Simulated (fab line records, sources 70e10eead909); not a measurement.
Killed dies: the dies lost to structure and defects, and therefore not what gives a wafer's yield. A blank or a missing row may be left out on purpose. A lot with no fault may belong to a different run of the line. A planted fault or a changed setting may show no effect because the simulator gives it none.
Struck lot and sound lot, side by side || flow nand_harc || 14 steps out of a route of 1302
Sound: these wafers, L182.2, L182.4, L182.6. Struck: wafer L171.5 (left out: L171.1, L171.3 of the same lot, which were not struck); the cause appears at the end.
For every step that has rows: the tool of each side, followed by ch and its chambers, followed by its first start. Under that, the readings that differ: sound wafers || struck wafers || difference of the means || sigmas: that difference in standard deviations of wafers without a fault.
alike: a reading whose means differ by less than 2 such deviations, as well as words and numbers matching on both sides. not compared: withheld readings; readings where some wafer has no value; bounds like >300 that might hide an equal value; numbers whose values overlap and for which the record gives no deviation.
The two part at a step that has a row with sigmas, a row that says differs or no value, or rows on one side only. Numbers that don't overlap but have no deviation are shown without sigmas and don't part them. A reading that every wafer of one side lacks parts them only if that side has two wafers or more.

NHARC_A_SOURCE_PLATE_THK_MEAS_06: measures by ellipsometry.
  sound: film_metro-01 at day 15 13:02; struck: film_metro-01 at day 11 00:32
  alike: thk_nm
NHARC_A_SOURCE_PLATE_INSPECT_08:
  sound: defect_inspect-01 at day 15 13:08; struck: defect_inspect-01 at day 11 00:39
  alike: raw_defect_count
then NHARC_A_ONON_D1_DEP_00 (target thk 1000 nm), 1 step lacking rows for these wafers.
NHARC_A_ONON_D1_THK_MEAS_02: measures by ellipsometry.
  sound: film_metro-01 at day 15 13:42; struck: film_metro-01 at day 11 01:14
  alike: thk_nm
then NHARC_A_ONON_D1_DEP_03 (target thk 1000 nm), 1 step lacking rows for these wafers.
NHARC_A_ONON_D1_THK_MEAS_05: measures by ellipsometry.
  sound: film_metro-02 at day 15 14:16; struck: film_metro-02 at day 11 01:47
{"reading": "thk_nm (nm)", "sound": "985 984 987", "struck": 1009, "difference": "+24", "sigmas": "+3"}
then NHARC_A_ONON_D1_DEP_06 (target thk 1000 nm), 1 step lacking rows for these wafers.
NHARC_A_ONON_D1_THK_MEAS_08: measures by ellipsometry.
  sound: film_metro-02 at day 15 14:50; struck: film_metro-02 at day 11 02:22
  alike: thk_nm
then NHARC_A_ONON_D1_DEP_09 (target thk 1000 nm), 1 step lacking rows for these wafers.
NHARC_A_ONON_D1_THK_MEAS_11: measures by ellipsometry.
  sound: film_metro-01 at day 15 15:25; struck: film_metro-01 at day 11 02:56
  alike: thk_nm
NHARC_A_ONON_D1_DEP_12: target thk 1000 nm.
  sound on pecvd_onon-02 ch 0, day 15 15:31; struck on pecvd_onon-02 ch 0, day 11 02:59
NHARC_A_ONON_D1_THK_MEAS_14: measures by ellipsometry.
  sound: film_metro-02 at day 15 15:58; struck: film_metro-01 at day 11 03:29
{"reading": "thk_nm (nm)", "sound": "1019 1016 1018", "struck": 638, "difference": -380, "sigmas": -39}
then, 1 step without rows for these wafers: NHARC_A_ONON_D1_ANNEAL_15 (time 3600 s).
-- record jumps: 17 days between struck wafers' starts before vs after; left off in module A_ONON_D1, resumes in module END, first step shown is number 1302 of the route --
NHARC_END_SORT_01:
  only the struck wafers appear in the record here, on prober-01 ch 0 at day 27 22:12; the sound ones have no rows

WHERE THEY PART
First at NHARC_A_ONON_D1_THK_MEAS_05; last, within this record, at NHARC_END_SORT_01.

WHY: what the simulator had put in
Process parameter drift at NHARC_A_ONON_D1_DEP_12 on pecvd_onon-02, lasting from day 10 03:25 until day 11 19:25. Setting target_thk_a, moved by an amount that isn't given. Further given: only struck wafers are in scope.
